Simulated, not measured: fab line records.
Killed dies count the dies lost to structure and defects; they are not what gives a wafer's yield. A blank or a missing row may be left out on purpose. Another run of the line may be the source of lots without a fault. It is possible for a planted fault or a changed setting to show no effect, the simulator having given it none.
Comparing a struck lot with a sound one    flow n5-finfet    16 steps out of a route of 1938
Sound: the wafers L878.1, L878.2, L878.3. Wafers L887.1, L887.5 were the ones struck. At the end, the cause is stated.
Order at every step that has rows: each side's tool, ch and its chambers, its first start. Under that, the readings that differ: sound wafers    struck wafers    difference of the means    sigmas: that difference in standard deviations of wafers without a fault.
alike: readings whose means differ by less than 2 such deviations, and words and numbers that are the same on both sides. not compared: withheld readings, readings that some wafer has no value for, bounds like >300 that may hide the same value, and numbers for which the record gives no deviation and whose values overlap.
The two part at a step that has a row with sigmas, a row that says differs or no value, or rows on one side only. When numbers do not overlap yet have no deviation, they are printed without sigmas and do not part them. A reading that every wafer of one side lacks parts them only if that side has two wafers or more.

N5_BEOL_M2_DESCUM_33: chemistry O2, time 7 s.
  sound on rie-diel-05 ch 1,2,3, day 7 16:47; struck on rie-diel-05 ch 2,3, day 9 23:01
  alike: drypump-motor-current-A, o2-flow-sccm, oes-product-au, rf-vpp-V, showerhead-plenum-p-Torr, throttle-valve-pct
  not compared: rf-hours-counter-h
N5_BEOL_M2_ETCH_77: etches underlayer in N2/H2, target depth 6.5 nm, time 5.2 s.
  sound on rie-diel-05 ch 1,2,3, day 7 16:50; struck on rie-diel-05 ch 2,3, day 9 23:03
  alike: drypump-motor-current-A, etch-rf-on-time-s, oes-product-au, rf-vpp-V, showerhead-plenum-p-Torr, throttle-valve-pct
  not compared: rf-hours-counter-h
then, 3 steps without rows for these wafers: N5_BEOL_M2_ETCH_69 (etches SiARC in CF4, target depth 15.6 nm, time 26 s); N5_BEOL_M2_ALD_98 (deposits SiO2, target thk 2.5 nm, pulse time 1 s, co reactant pulse time 1 s); N5_BEOL_M2_ETCHBACK_99 (etches SiO2 in CHF3, target depth 5 nm, time 10.4 s).
N5_BEOL_M2_ETCH_70: etches SOC in N2/H2, target depth 80 nm, overetch 24 nm, time 130 s.
  sound on rie-diel-03 ch 0,2,3, day 7 18:11; struck on rie-diel-01 ch 0,3, day 10 02:52
reading                      sound        struck   difference  sigmas
drypump-motor-current-A (A)  6.6 6.3 6.3  5.5 5.2  -1.0        -2
  alike: oes-product-au, rf-vpp-V, showerhead-plenum-p-Torr, throttle-valve-pct
  not compared: rf-hours-counter-h
then, 4 steps without rows for these wafers: N5_BEOL_M2_STRIP_71 (strips in N2/H2); N5_BEOL_M2_STRIP_78 (strips in N2/H2); N5_BEOL_M2_VIA_ETCH_34 (etches the open film in C4F6/O2, target depth 69.4 nm, time 65.9 s); N5_BEOL_M2_STRIP_83 (strips in C4F6/O2).
N5_BEOL_M2_STRIP_36: strips in N2/H2.
  sound on rie-diel-03 ch 0,2,3, day 7 18:22; struck on rie-diel-01 ch 0,3, day 10 03:02
reading                      sound        struck   difference  sigmas
drypump-motor-current-A (A)  6.6 6.3 6.3  5.5 5.1  -1.1        -2
  alike: oes-product-au, power-w, rf-vpp-V, showerhead-plenum-p-Torr, throttle-valve-pct
  not compared: rf-hours-counter-h
then, 1 step without rows for these wafers: N5_BEOL_M2_TRENCH_ETCH_37 (etches SiOC in C4F6/O2, target depth 55.555 nm, time 29.2 s).
N5_BEOL_M2_ETCH_41: etches SiCN in CH3F/O2, target depth 29.9 nm, time 52.5 s.
  sound on rie-diel-03 ch 0,2,3, day 7 18:26; struck on rie-diel-01 ch 0,3, day 10 03:07
reading                      sound              struck       difference  sigmas
drypump-motor-current-A (A)  6.6 6.3 6.3        5.5 5.1      -1.1        -2
oes-product-au (a.u.)        0.71 0.78 0.91     1.13 0.95    +0.24       +3
model.etch.depth-nm (nm)     19.65 19.73 20.16  26.27 25.82  +6.20       
  alike: rf-vpp-V, showerhead-plenum-p-Torr, throttle-valve-pct
  not compared: rf-hours-counter-h
N5_BEOL_M2_STRIP_97: strips in N2/H2, time 10 s.
  sound: rie-diel-03 ch 0,2,3; struck: rie-diel-01 ch 0,3
reading                      sound        struck   difference  sigmas
drypump-motor-current-A (A)  6.6 6.3 6.3  5.5 5.1  -1.1        -2
  alike: oes-product-au, rf-vpp-V, showerhead-plenum-p-Torr, throttle-valve-pct
  not compared: rf-hours-counter-h
N5_BEOL_M4_RC_MEAS_101:
  sound on prober-02 ch 0, day 8 23:11; struck on prober-01 ch 0, day 11 07:37
reading         sound              struck       difference  sigmas
IOFF_P (nA/um)  0.269 0.234 0.210  0.159 0.178  -0.069      -3
ION_P (uA/um)   480 465 464        462 452      -13         -2
VT_P (mV)       -243 -248 -248     -258 -256    -11         -3
  alike: DIBL_N, DIBL_P, IOFF_N, ION_N, SS_N, SS_P, VT_N
-- here the record skips 5 days between the struck wafers' starts before and after, leaving off in module BEOL_M4 and picking up in module PASSIVATION (first step shown: number 1936 of the route) --
N5_PASSIVATION_PROBE_49:
  struck on prober-01, day 15 19:54; sound on prober-01, day 13 11:35
  alike: defect-limited-yield, killed_at_M0_to_M3, killed_at_M4_up, killed-at-contacts, killed-at-front-end, killed-at-other, killed-dies, killed-on-rim, killed-open, killed-short, sort_bin_5_function, sort_bin_6_memory, sort-n-pass, sort-yield-pct

## WHERE THEY PART
At N5_BEOL_M2_ETCH_70 first; at N5_BEOL_M4_RC_MEAS_101 last (within this record only). Later steps at which nothing parts them and some readings are alike: N5_PASSIVATION_PROBE_49.

WHY: what had been put in by the simulator
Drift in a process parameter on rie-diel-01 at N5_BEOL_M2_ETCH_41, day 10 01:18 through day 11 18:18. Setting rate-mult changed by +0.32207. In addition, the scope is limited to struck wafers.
